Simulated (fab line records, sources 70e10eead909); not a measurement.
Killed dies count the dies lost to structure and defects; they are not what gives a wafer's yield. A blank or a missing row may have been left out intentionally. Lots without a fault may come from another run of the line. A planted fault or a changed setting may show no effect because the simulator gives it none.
Problem report in the 8D (eight disciplines) form, filled by code ; flow nand_harc ; the parts of the form that need people (team, actions taken, sign-off) are left out

== 1. PROBLEM STATEMENT ==
Wafers without a fault read 1002 nm, standard deviation 12; thk_nm at NHARC_A_ONON_D1_THK_MEAS_30 reads a mean of 752 nm on 2 wafers belonging to 2 lots. That is -21 standard deviations from the usual mean.
The step: measures by ellipsometry.
First observed at day 10 11:58: wafer L576.1, on film_metro-02. Wafers with a number at this step in the record: 42, from 14 lots. The rule behind "out" and "out of limits": a value lying over 4 standard deviations away from the usual mean. The other wafers with a number count as sound.

== 2. WHAT IT IS AND WHAT IT IS NOT ==
question;is;is not
which readings at this step;thk_nm;-
which lots;L576, L578;L567, L568, L569, L570, L571, L572, L573, L574, L575, L587, L589, L590
which wafers of those lots;L576.1, L578.6;L576.2, L576.5, L578.2, L578.5
read on which gauges;film_metro-01, film_metro-02;-
when;from day 10 11:58;"up to then (29 sound wafers); but 11 sound wafers of L578, L587, L589, L590 came after"

== 3. THE SUSPECTS, EACH WITH WHAT RULES IT OUT ==
Counting: any tool at a process step up to the reading remains a suspect provided it ran every lot that is out. Sound lots after the first of them don't rule it out here, since some wafers of a struck lot are sound.
- the gauge at NHARC_A_ONON_D1_THK_MEAS_30 has been ruled out. Those wafers that are out were read across 2 gauges (film_metro-01, film_metro-02).
- pecvd_onon-01 at NHARC_A_ONON_D1_DEP_28 (target thk 1000 nm): kept. Ran every lot that is out, first one L576 (day 10 11:27); last sound lot up to then L575 (day 10 06:52).
Left after counting: pecvd_onon-01 at NHARC_A_ONON_D1_DEP_28.

== 4. THE CAUSE (what the simulator had put in) ==
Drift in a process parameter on pecvd_onon-01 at NHARC_A_ONON_D1_DEP_28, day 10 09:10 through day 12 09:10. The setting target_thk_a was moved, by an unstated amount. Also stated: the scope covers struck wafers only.
This tool alone remained once counting was done.

== 5. SEQUENCE OF EFFECTS, ordered by route ==
One row per reading whose mean, taken over the struck wafers that have a number, lies over 3 standard deviations from the usual. Readings are gone through only where the record gives a usual standard deviation; hours: the median, over the lots, of the time from a lot's start at the first step in this table giving one to that lot's start at this step; sigmas: the change measured in usual standard deviations.
hours;step;reading;usual;on struck wafers;change;sigmas
0;NHARC_A_ONON_D1_THK_MEAS_30;thk_nm;1002 nm;752;-250;-21
280;NHARC_END_SORT_01;killed_at_array;29;674;+645;+64
280;NHARC_END_SORT_01;killed_dies;33;677;+644;+59

== 6. WHAT WOULD HAVE CAUGHT IT SOONER ==
The first out-of-limits reading at a measuring or inspecting step in this record came at day 10 11:58, 3 hours after the fault's start at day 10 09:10.
Tool readings at NHARC_A_ONON_D1_DEP_28 with a usual standard deviation given in the record: none out on any struck wafer, hence no alarm at a limit of 4 standard deviations on them.
Among the 2 lots that are out, L578 began NHARC_A_ONON_D1_DEP_28 on pecvd_onon-01 after day 10 11:58. Putting the tool on hold at that point would have spared it.
